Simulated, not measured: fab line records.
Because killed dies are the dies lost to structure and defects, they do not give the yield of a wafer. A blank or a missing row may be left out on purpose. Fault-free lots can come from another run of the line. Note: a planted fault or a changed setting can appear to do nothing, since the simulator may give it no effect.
Chamber matching ; flow n5Finfet ; 4 sister chambers for N5_FIN_SAQP_STRIP_77 on rieDiel-06
The step strips in N2/H2, time 90 s. 18 wafers are shown with their chamber, then 9 later ones without.

== WAFERS PAIRED WITH THEIR CHAMBERS ==
wafer;chamber;showerheadPlenumPTorr (Torr);drypumpMotorCurrentA (A);throttleValvePct (%)
L084.2;1;3.24;4.9;12.24
L084.4;2;3.28;5.4;11.95
L084.6;1;3.24;4.8;12.21
L085.1;3;3.43;6.6;12.28
L085.2;2;3.28;5.4;11.95
L085.6;0;3.31;6.2;11.98
L086.3;0;3.31;6.3;11.98
L086.4;2;3.28;5.5;11.94
L086.5;2;3.28;5.5;11.97
L089.1;1;3.23;4.9;12.23
L089.2;2;3.28;5.5;11.97
L089.3;3;3.43;6.6;12.29
L089.4;0;3.31;6.3;11.99
L089.5;3;3.43;6.6;12.29
L089.6;2;3.28;5.4;11.97
L090.3;3;3.43;6.6;12.29
L090.4;0;3.31;6.3;12.00
L090.5;2;3.28;5.4;11.98

SIGNATURES, as means of the wafers listed above
reading;chamber 0;chamber 1;chamber 2;chamber 3;scatter within a chamber
showerheadPlenumPTorr;3.3100;3.2367;3.2800;3.4300;0.00218
drypumpMotorCurrentA;6.275;4.867;5.443;6.600;0.0473
throttleValvePct;11.9875;12.2267;11.9614;12.2875;0.0123
Rule: for each reading, subtract the chamber's mean from the wafer's reading, divide by that reading's scatter and square the result; add these up over the readings and take the root, which gives the wafer's distance from the chamber. If the next closest chamber is less than 2 further off than the closest, the wafer can't be placed; otherwise it belongs to the closest. How the scatter is found: for the shown wafers, subtract from each reading the mean of its chamber, square and add these, divide the total by (wafers less chambers), then take the root.

== WAFERS MISSING THEIR CHAMBER ==
wafer;showerheadPlenumPTorr (Torr);drypumpMotorCurrentA (A);throttleValvePct (%)
L091.1;3.30;6.2;12.00
L091.2;3.28;5.4;11.98
L091.3;3.43;6.6;12.30
L094.1;3.30;6.3;12.02
L094.5;3.42;6.6;12.32
L094.6;3.30;6.3;12.03
L096.1;3.30;6.2;12.02
L096.2;3.42;6.6;12.34
L096.4;3.22;4.8;12.30

== EACH ONE'S CHAMBER ==
wafer;from the rows above;in truth
L091.1;0;0
L091.2;2;2
L091.3;3;3
L094.1;0;0
L094.5;3;3
L094.6;0;0
L096.1;0;0
L096.2;3;3
L096.4;1;1
Placed correctly: 9 of 9. From these rows, 0 cannot be placed. 0 placed wrongly.
